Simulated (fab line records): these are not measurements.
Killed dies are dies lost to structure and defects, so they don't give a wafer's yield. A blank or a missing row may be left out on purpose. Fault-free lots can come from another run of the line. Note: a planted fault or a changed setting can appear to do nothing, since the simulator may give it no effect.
fab line records -- flow nand-harc -- part 2 of 2: steps 5 to 6 of 6
record: lots: 23, wafers: 69, last-day: 25
route steps=1159 shown A_STAIRCASE@533
lots untouched by any fault: they come from a run of this same line in which no faults occurred
start-h: the number of hours between the record's first day and the start of the first shown wafer of the lot -- wait-h: hours from the lot's prior step to this one -- " repeats the value in the row above -- L1.1+2: one row covering several wafers at once -- - value missing, or start not given -- * or withheld: withheld -- < > ~ a bound
route shown NAME@n: a module of which the file shows steps, and the number in the route of the first -- usual: mean and standard deviation over wafers with no fault -- same: alike in all rows -- chamber/n: place in a boat -- sites: readings site by site -- _std_site: standard deviation across them -- _edge_site: the outer-site mean with the inner-site mean subtracted -- radius-mm: how far each site lies from the wafer's centre -- mask NAME#n: copy n -- behind: the last tool/chamber to shape the wafer -- hold: cause of the lot's hold/its duration in hours/its outcome -- device: the transistor (n, p or np) that didn't switch -- end of line: the tests these same wafers got at the end of their route -- step lacking rows: just its recipe -- killed: dies lost to structure and defects at the first sort, not the wafer's yield -- map: dies across one wafer; x = killed, . = not, _ = none there
set.NAME: the run value of the setting; set.NAME@STEP: its run value at that earlier step -- model.NAME: the simulator's own value behind a step, which no gauge read
one table for each step of the route and one row for each wafer, over a sample of lots
services: from which hour (start-h, from the record's first day; less than 0 if before it) a tool's chamber was out of use, for how many hours, and why
== steps ==
step: NHARC_A_STAIRCASE_ETCH_453
recipe: target-depth-a: 300, overetch-a: 30, time-s: 16.5, ion-energy-ev: 100, cf4-flow-sccm: 80, o2-flow-sccm: 20, ar-flow-sccm: 0, rf-w: 300, bias-w: 100, chemistry: CF4/O2
usual: drypump-motor-current-A: 5.6/0.4, o2-flow-sccm: 20.00/0.05, oes-product-au: 1.002/0.0078, rf-vpp-V: 197.9/1.6, showerhead-plenum-p-Torr: 1.34/0.067, throttle-valve-pct: 13.397/0.0099
lot.wafer,tool,chamber,start-h,wait-h,drypump-motor-current-A,o2-flow-sccm,oes-product-au,rf-hours-counter-h,rf-vpp-V,showerhead-plenum-p-Torr,throttle-valve-pct
L074.3,rie-diel-01,3,-,-,5.0,20.05,1.002,45,195.4,1.25,13.392
L074.6,rie-diel-01,1,-,-,6.0,19.99,0.997,-,199.1,1.39,13.389
L074.5,rie-diel-01,2,-,-,5.4,20.06,1.004,-,197.1,1.27,13.388
L075.2,rie-diel-05,3,-,-,5.0,20.04,1.005,29,197.5,1.31,13.391
L075.3,rie-diel-05,1,-,-,6.0,19.99,1.008,32,197.6,1.33,13.404
L075.5,rie-diel-05,3,-,-,5.0,20.02,1.006,-,198.1,1.31,13.390
L076.2,rie-diel-05,2,-,-,5.3,19.96,1.004,32,198.3,1.35,13.406
L076.5,rie-diel-05,1,-,-,6.0,20.05,0.986,-,197.6,1.33,13.386
L076.6,rie-diel-05,2,-,-,5.3,19.95,0.992,-,199.4,1.35,13.385
L078.3,rie-diel-05,0,-,-,6.0,19.99,1.007,41,195.9,1.23,13.401
L078.2,rie-diel-05,2,-,-,5.3,20.03,1.009,38,197.9,1.35,13.386
L078.6,rie-diel-05,0,-,-,6.0,19.94,1.008,-,196.2,1.23,13.385
L079.4,rie-diel-01,2,-,-,5.4,19.99,1.001,58,198.0,1.26,13.415
L079.1,rie-diel-01,3,-,-,5.0,19.95,0.994,58,196.3,1.24,13.376
L079.6,rie-diel-01,1,-,-,5.9,19.92,1.008,-,199.8,1.39,13.410
L080.4,rie-diel-01,3,-,-,5.0,19.93,1.000,66,196.7,1.24,13.400
L080.2,rie-diel-01,1,-,-,5.9,20.03,1.001,64,199.2,1.39,13.410
L080.5,rie-diel-01,0,-,-,5.6,20.04,1.001,-,196.6,1.28,13.407
L082.2,rie-diel-05,3,-,-,5.0,20.13,1.008,41,197.5,1.31,13.391
L082.4,rie-diel-05,0,-,-,6.1,19.98,0.996,54,195.8,1.23,13.408
L082.3,rie-diel-05,1,-,-,6.0,19.93,0.997,50,196.8,1.32,13.397
L081.1,rie-diel-05,0,-,-,6.0,19.96,0.995,55,194.9,1.23,13.397
L081.4,rie-diel-05,1,-,-,6.0,20.01,1.004,52,197.9,1.32,13.383
L081.6,rie-diel-05,0,-,-,6.1,19.95,0.985,-,195.9,1.23,13.389
L083.2,rie-diel-10,3,-,-,5.3,20.10,0.995,48,200.6,1.38,13.387
L083.1,rie-diel-10,0,-,-,5.2,19.96,1.000,48,195.4,1.26,13.401
L083.5,rie-diel-10,2,-,-,6.1,20.05,1.005,-,197.9,1.40,13.406
L084.2,rie-diel-10,2,-,-,6.1,20.06,1.012,49,197.4,1.40,13.424
L084.4,rie-diel-10,3,-,-,5.3,20.04,0.999,51,198.4,1.38,13.392
L084.1,rie-diel-10,0,-,-,5.2,19.90,0.999,51,197.0,1.26,13.401
L085.3,rie-diel-05,3,-,-,5.0,19.99,1.014,50,198.4,1.30,13.412
L085.1,rie-diel-05,2,-,-,5.3,19.97,1.002,58,197.0,1.34,13.404
L085.6,rie-diel-05,3,-,-,5.0,20.04,1.018,-,198.2,1.30,13.405
L087.1,rie-diel-01,2,-,-,5.4,19.97,1.003,7,198.4,1.26,13.402
L087.3,rie-diel-01,1,-,-,5.9,20.00,1.000,6,199.3,1.39,13.407
L087.5,rie-diel-01,2,-,-,5.4,20.03,1.001,-,197.6,1.26,13.396
L088.1,rie-diel-10,0,-,-,5.2,19.94,1.009,56,197.9,1.26,13.397
L088.4,rie-diel-10,1,-,-,5.4,20.05,0.993,55,200.4,1.43,13.387
L088.2,rie-diel-10,3,-,-,5.3,19.95,1.009,56,197.3,1.38,13.412
L086.3,rie-diel-10,2,-,-,6.1,20.03,0.996,59,199.3,1.40,13.402
L086.6,rie-diel-10,3,-,-,5.3,20.02,0.996,-,200.0,1.38,13.395
L086.5,rie-diel-10,0,-,-,5.2,20.03,0.997,-,195.1,1.26,13.401
L090.4,rie-diel-10,0,-,-,5.2,20.01,0.999,62,196.5,1.26,13.402
L090.1,rie-diel-10,1,-,-,5.4,19.99,1.005,61,200.4,1.43,13.393
L090.6,rie-diel-10,2,-,-,6.1,20.02,1.002,-,199.9,1.40,13.399
L089.4,rie-diel-05,2,-,-,5.3,19.99,0.997,1,198.5,1.34,13.395
L089.2,rie-diel-05,3,-,-,5.0,20.02,1.011,1,197.2,1.30,13.409
L089.5,rie-diel-05,1,-,-,6.0,20.03,1.000,-,197.0,1.32,13.406
L093.1,rie-diel-05,1,-,-,6.0,20.00,0.992,6,197.8,1.32,13.381
L093.4,rie-diel-05,2,-,-,5.3,19.98,1.000,7,196.9,1.34,13.406
L093.5,rie-diel-05,1,-,-,6.0,20.02,0.991,-,197.1,1.32,13.413
L091.3,rie-diel-01,1,-,-,6.0,19.99,1.006,19,200.2,1.38,13.394
L091.2,rie-diel-01,2,-,-,5.4,19.96,1.000,21,197.3,1.26,13.392
L091.1,rie-diel-01,0,-,-,5.6,19.92,1.002,21,197.4,1.28,13.413
L092.4,rie-diel-10,3,-,-,5.3,19.95,0.995,3,198.6,1.38,13.402
L092.3,rie-diel-10,0,-,-,5.2,19.98,1.007,3,195.9,1.26,13.385
L092.1,rie-diel-10,1,-,-,5.4,19.94,1.001,3,198.8,1.43,13.389
L094.2,rie-diel-01,0,-,-,5.6,20.02,1.011,28,196.5,1.28,13.396
L094.6,rie-diel-01,1,-,-,6.0,20.09,1.008,-,199.7,1.38,13.406
L094.4,rie-diel-01,3,-,-,5.0,19.96,0.999,-,200.7,1.44,13.386
L095.2,rie-diel-01,3,-,-,5.0,19.98,1.015,30,199.9,1.44,13.395
L095.5,rie-diel-01,1,-,-,5.9,19.97,0.985,-,199.3,1.38,13.408
L095.6,rie-diel-01,3,-,-,5.0,19.96,0.994,-,200.0,1.44,13.389
L097.2,rie-diel-05,1,-,-,6.0,20.00,1.004,13,197.1,1.32,13.387
L097.1,rie-diel-05,3,-,-,5.0,19.94,1.007,15,197.4,1.30,13.410
L097.5,rie-diel-05,1,-,-,6.0,19.98,1.006,-,198.3,1.32,13.391
L096.1,rie-diel-01,0,-,-,5.6,20.09,1.013,30,195.0,1.27,13.399
L096.5,rie-diel-01,0,-,-,5.5,20.03,1.012,-,196.0,1.27,13.413
L096.6,rie-diel-01,1,-,-,6.0,19.96,0.996,-,199.7,1.38,13.408
step: NHARC_A_STAIRCASE_STRIP_476
recipe: time-s: 20, o2-flow-sccm: 500, ar-flow-sccm: 0, bias-w: 0, chemistry: O2
usual: drypump-motor-current-A: 5.5/0.38, o2-flow-sccm: 499.8/1.4, oes-product-au: 1.004/0.0076, rf-vpp-V: 57.8/0.85, showerhead-plenum-p-Torr: 3.54/0.17, throttle-valve-pct: 17.036/0.0091
lot.wafer,tool,chamber,start-h,wait-h,drypump-motor-current-A,o2-flow-sccm,oes-product-au,rf-hours-counter-h,rf-vpp-V,showerhead-plenum-p-Torr,throttle-valve-pct
L074.3,rie-diel-05,2,255.09,0.1,5.3,496.2,1.008,29,57.2,3.56,17.040
L074.6,rie-diel-05,0,255.09,0.1,6.1,500.4,1.004,-,57.8,3.28,17.027
L074.5,rie-diel-05,1,255.09,0.1,6.0,500.3,1.003,-,57.9,3.51,17.043
L075.3,rie-diel-10,3,270.28,0.1,5.3,500.1,1.014,30,58.1,3.66,17.028
L075.2,rie-diel-10,2,270.28,0.1,6.1,500.4,1.007,28,58.1,3.71,17.036
L075.5,rie-diel-10,3,270.28,0.1,5.3,499.9,1.000,-,57.2,3.66,17.041
L076.2,rie-diel-01,3,273.49,0.1,5.0,501.4,0.996,54,57.5,3.30,17.051
L076.5,rie-diel-01,0,273.49,0.1,5.5,499.8,1.000,-,56.7,3.40,17.031
L076.6,rie-diel-01,1,273.49,0.1,6.0,500.0,0.992,-,57.6,3.67,17.041
L078.2,rie-diel-01,0,290.75,0.1,5.6,500.8,0.990,52,57.1,3.40,17.035
L078.3,rie-diel-01,1,290.75,0.1,6.0,500.1,1.006,58,59.1,3.66,17.045
L078.6,rie-diel-01,1,290.75,0.1,6.0,499.4,0.994,-,58.4,3.66,17.038
L079.1,rie-diel-10,0,293.45,0.3,5.3,499.9,1.016,37,57.5,3.35,17.027
L079.4,rie-diel-10,1,293.45,0.3,5.4,498.0,0.997,35,58.5,3.79,17.034
L079.6,rie-diel-10,3,293.45,0.3,5.3,502.1,1.014,-,59.1,3.66,17.028
L080.4,rie-diel-05,0,312.13,0.1,6.1,499.6,0.999,53,56.5,3.27,17.031
L080.2,rie-diel-05,1,312.13,0.1,6.0,500.5,0.993,50,58.5,3.50,17.042
L080.5,rie-diel-05,3,312.13,0.1,5.0,498.4,1.005,-,57.3,3.45,17.025
L082.3,rie-diel-05,1,319.31,0.1,6.1,499.3,0.996,52,56.7,3.50,17.027
L082.2,rie-diel-05,2,319.31,0.1,5.3,498.6,1.007,51,57.9,3.55,17.040
L082.4,rie-diel-05,0,319.31,0.1,6.1,499.9,1.003,56,56.4,3.27,17.023
L081.4,rie-diel-10,0,320.67,0.1,5.2,497.0,1.006,49,57.4,3.34,17.042
L081.1,rie-diel-10,1,320.67,0.1,5.5,502.4,1.002,48,57.3,3.78,17.033
L081.6,rie-diel-10,0,320.67,0.1,5.2,498.7,1.001,-,57.9,3.34,17.051
L083.1,rie-diel-10,3,321.52,0.2,5.3,496.7,1.001,50,58.2,3.65,17.053
L083.2,rie-diel-10,0,321.52,0.2,5.2,499.9,1.011,50,57.0,3.34,17.041
L083.5,rie-diel-10,2,321.52,0.2,6.1,498.5,1.016,-,57.4,3.70,17.019
L084.4,rie-diel-10,3,328.84,0.1,5.3,499.3,0.996,52,58.1,3.65,17.031
L084.1,rie-diel-10,1,328.84,0.1,5.4,500.0,0.997,52,59.4,3.78,17.037
L084.2,rie-diel-10,2,328.84,0.1,6.1,501.1,0.996,51,56.9,3.70,17.032
L085.1,rie-diel-01,1,340.02,0.1,6.0,500.1,0.994,6,57.1,3.66,17.046
L085.3,rie-diel-01,2,340.02,0.1,5.4,498.5,1.010,7,56.6,3.34,17.037
L085.6,rie-diel-01,3,340.02,0.1,5.0,501.5,1.015,-,58.0,3.80,17.046
L087.3,rie-diel-01,0,343.68,0.2,5.6,500.8,1.007,9,59.4,3.39,17.028
L087.1,rie-diel-01,2,343.68,0.2,5.4,499.9,1.006,9,55.9,3.34,17.051
L087.5,rie-diel-01,1,343.68,0.2,5.9,499.4,1.004,-,57.0,3.66,17.042
L088.4,rie-diel-10,2,343.80,0.1,6.1,499.7,1.004,57,58.8,3.69,17.026
L088.2,rie-diel-10,3,343.80,0.1,5.3,501.0,0.990,58,56.9,3.64,17.031
L088.1,rie-diel-10,0,343.80,0.1,5.3,500.0,0.987,58,57.5,3.34,17.047
L086.3,rie-diel-05,0,352.10,0.1,6.1,498.0,1.001,0,57.6,3.81,17.034
L086.6,rie-diel-05,1,352.10,0.1,6.1,499.4,1.000,-,58.7,3.49,17.029
L086.5,rie-diel-05,2,352.10,0.1,5.3,501.5,1.000,-,57.5,3.54,17.031
L090.4,rie-diel-01,0,356.77,0.1,5.6,501.4,0.995,15,55.8,3.38,17.052
L090.1,rie-diel-01,2,356.77,0.1,5.4,501.0,1.000,16,58.3,3.34,17.025
L090.6,rie-diel-01,3,356.77,0.1,5.0,498.7,1.006,-,58.8,3.80,17.047
L089.4,rie-diel-01,2,361.97,0.1,5.4,498.0,1.020,19,58.3,3.34,17.044
L089.2,rie-diel-01,1,361.97,0.1,6.0,499.3,1.009,17,58.6,3.65,17.022
L089.5,rie-diel-01,3,361.97,0.1,5.0,500.0,1.007,-,58.2,3.80,17.031
L093.1,rie-diel-01,1,366.44,0.1,6.0,498.7,0.991,19,57.8,3.65,17.052
L093.4,rie-diel-01,2,366.44,0.1,5.4,499.1,1.003,20,57.3,3.33,17.062
L093.5,rie-diel-01,0,366.44,0.1,5.6,500.4,0.999,-,57.1,3.38,17.038
L091.2,rie-diel-05,2,371.79,0.1,5.3,501.8,1.000,11,59.1,3.54,17.026
L091.3,rie-diel-05,3,371.79,0.1,5.0,499.2,1.007,12,56.8,3.44,17.036
L091.1,rie-diel-05,1,371.79,0.1,6.1,502.2,0.988,10,57.3,3.49,17.032
L092.1,rie-diel-01,0,374.94,0.1,5.6,499.3,1.010,24,58.0,3.38,17.046
L092.3,rie-diel-01,3,374.94,0.1,5.0,498.5,1.016,26,57.7,3.79,17.042
L092.4,rie-diel-01,1,374.94,0.1,6.0,502.3,1.008,-,57.1,3.65,17.042
L094.4,rie-diel-05,2,385.67,0.1,5.3,497.4,1.025,15,57.5,3.54,17.019
L094.2,rie-diel-05,3,385.67,0.1,5.0,499.6,1.013,15,59.0,3.44,17.037
L094.6,rie-diel-05,2,385.67,0.1,5.3,501.0,1.014,-,57.3,3.54,17.037
L095.2,rie-diel-05,2,387.69,0.1,5.3,500.3,1.003,15,57.6,3.54,17.035
L095.5,rie-diel-05,1,387.69,0.1,6.0,501.1,0.993,-,58.4,3.49,17.040
L095.6,rie-diel-05,2,387.69,0.1,5.3,498.8,1.008,-,59.1,3.54,17.033
L097.2,rie-diel-01,2,391.59,0.1,5.4,498.4,1.008,23,57.2,3.33,17.044
L097.1,rie-diel-01,3,391.59,0.1,5.0,500.8,1.005,32,57.4,3.79,17.043
L097.5,rie-diel-01,1,391.59,0.1,6.0,498.9,1.004,-,58.8,3.64,17.034
L096.1,rie-diel-10,3,395.17,0.1,5.3,498.8,1.017,10,58.2,3.64,17.044
L096.6,rie-diel-10,3,395.17,0.1,5.3,499.8,0.996,-,57.3,3.64,17.030
L096.5,rie-diel-10,0,395.17,0.1,5.2,500.3,1.000,-,55.4,3.33,17.036
== services ==
tool,chamber,start-h,hours,kind
pecvd-04,-,195.82,13.0,pm
rie-diel-05,0,197.25,-,clean
rie-diel-05,1,197.25,-,clean
rie-diel-05,2,197.25,-,clean
rie-diel-05,3,197.25,-,clean
rie-diel-05,3,211.75,6.3,repair
pecvd-01,-,216.68,0.8,repair
rie-diel-05,0,222.88,-,clean
rie-diel-05,1,222.88,-,clean
rie-diel-05,2,222.88,-,clean
pecvd-01,-,237.00,13.0,pm
rie-diel-05,3,238.27,3.0,repair
pecvd-03,-,247.01,0.8,repair
plasma-asher-02,-,253.11,1.6,repair
plasma-asher-02,-,264.87,6.9,repair
plasma-asher-01,-,276.77,9.0,pm
pecvd-03,-,300.46,13.0,pm
rie-diel-01,-,315.10,9.0,pm
rie-diel-05,-,340.75,9.0,pm
rie-diel-10,-,353.50,9.0,pm
plasma-asher-02,-,361.09,9.0,pm
pecvd-03,-,362.39,0.9,repair
rie-diel-01,2,370.60,14.2,repair
pecvd-04,-,376.82,13.0,pm
